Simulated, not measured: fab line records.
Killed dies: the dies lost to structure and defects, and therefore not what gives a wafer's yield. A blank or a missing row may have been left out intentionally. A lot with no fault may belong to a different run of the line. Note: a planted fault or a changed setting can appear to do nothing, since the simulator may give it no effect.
Struck lot and sound lot, side by side    flow nand harc    15 steps out of a route of 1159
Sound: wafers L455.2, L455.3, L455.5. Wafers struck: L459.2, L459.4, L459.5. At the end, the cause is stated.
At each step with rows: each side's tool, then ch and its chambers, then its first start. Under that, the readings that differ: sound wafers    struck wafers    difference of the means    sigmas: that difference in standard deviations of wafers without a fault.
alike: a reading whose means differ by less than 2 such deviations, as well as words and numbers matching on both sides. not compared: withheld readings; readings where some wafer has no value; bounds like >300 that might hide an equal value; numbers whose values overlap and for which the record gives no deviation.
The two part at a step that has a row with sigmas, a row that says differs or no value, or rows on one side only. Non-overlapping numbers with no deviation appear without sigmas and do not part them. A reading that every wafer of one side lacks parts them only if that side has two wafers or more.

first, 4 steps without rows for these wafers: NHARC_THIN_TSV_EBR_29; NHARC_THIN_TSV_EXPOSE_30 (exposes mask PAD); NHARC_THIN_TSV_PEB_31 (peb time 85 s); NHARC_THIN_TSV_DEVELOP_32 (time 70 s).
NHARC_THIN_TSV_CD_MEAS_33: target cd 5000 nm.
  sound on cd sem-02 ch 0, day 22 18:38; struck on cd sem-02 ch 0, day 24 01:48
  alike: cd nm
then, 1 step without rows for these wafers: NHARC_THIN_TSV_HARDBAKE_34 (time 80 s).
NHARC_THIN_TSV_DESCUM_35: chemistry O2, time 3 s.
  sound on rie diel-06 ch 0,2,3, day 22 18:48; struck on rie diel-09 ch 2,3, day 24 01:58
  alike: drypump motor current A, oes product au, rf vpp V, showerhead plenum p Torr, throttle valve pct
  not compared: rf hours counter h
NHARC_THIN_TSV_ETCH_59: etches the open film in Cl2/BCl3, target depth 880 nm, time 138.1 s.
  sound on rie metal-02 ch 0,1, day 22 18:57; struck on rie metal-02 ch 0,1, day 24 02:05
reading                sound              struck             difference  sigmas
oes product au (a.u.)  1.008 1.007 1.021  0.989 1.003 0.996  -0.016      -2
  alike: drypump motor current A, mfc cl2 sccm, throttle valve pct
  not compared: rf hours counter h
NHARC_THIN_TSV_ETCH_36: etches the open film in Cl2/BCl3, target depth 65 nm, time 18.571 s.
  sound on rie metal-02 ch 0,1, day 22 19:10; struck on rie metal-02 ch 1, day 24 02:21
  alike: drypump motor current A, oes product au
  not compared: rf hours counter h
NHARC_THIN_TSV_STRIP_56: strips in O2.
  sound on plasma asher-01 ch 0, day 22 19:22; struck on plasma asher-02 ch 0,1, day 24 02:27
  alike: drypump motor current A, heater power w
  not compared: rf hours counter h
then, 1 step without rows for these wafers: NHARC_THIN_TSV_STRIP_57 (strips in post etch residue remover, time 1200 s).
NHARC_THIN_TSV_CD_MEAS_37:
  struck on cd sem-03, day 24 03:15; sound on cd sem-01, day 22 20:10
  alike: cd nm
NHARC_THIN_TSV_ANNEAL_58: time 1800 s.
  sound on furnace-04 ch 0, day 23 00:23; struck on furnace-08 ch 0, day 24 06:14
reading                sound              struck             difference  sigmas
spike tc bottom C (C)  424.7 423.9 425.3  454.4 453.2 452.1  +28.6       +29
spike tc centre C (C)  402.5 401.9 401.7  431.1 428.6 431.7  +28.4       +26
spike tc lower C (C)   400.8 399.9 401.0  430.3 431.6 432.1  +30.8       +31
spike tc top C (C)     435 436 436        456 454 456        +20         +6
spike tc upper C (C)   397.7 399.5 400.3  428.5 431.8 430.4  +31.1       +26
NHARC_THIN_TSV_INSPECT_40:
  struck on defect inspect-02, day 24 07:42; sound on defect inspect-01, day 23 01:49
  alike: raw defect count
NHARC_END_SORT_01:
  sound on prober-01 ch 0, day 23 05:41; struck on prober-02 ch 0, day 24 11:32
  alike: defect limited yield, killed at array, killed at other, killed at periphery, killed dies, killed open, killed short, sort_bin_2_pct, sort_bin_3_pct, sort_bin_4_pct, sort n pass, sort rim yield pct, sort yield pct

WHERE THEY PART
Last at NHARC_THIN_TSV_ANNEAL_58 as far as this record goes, first at NHARC_THIN_TSV_ETCH_59. Later steps at which nothing parts them and some readings are alike: NHARC_THIN_TSV_INSPECT_40, NHARC_END_SORT_01.

WHY: what had been put in by the simulator
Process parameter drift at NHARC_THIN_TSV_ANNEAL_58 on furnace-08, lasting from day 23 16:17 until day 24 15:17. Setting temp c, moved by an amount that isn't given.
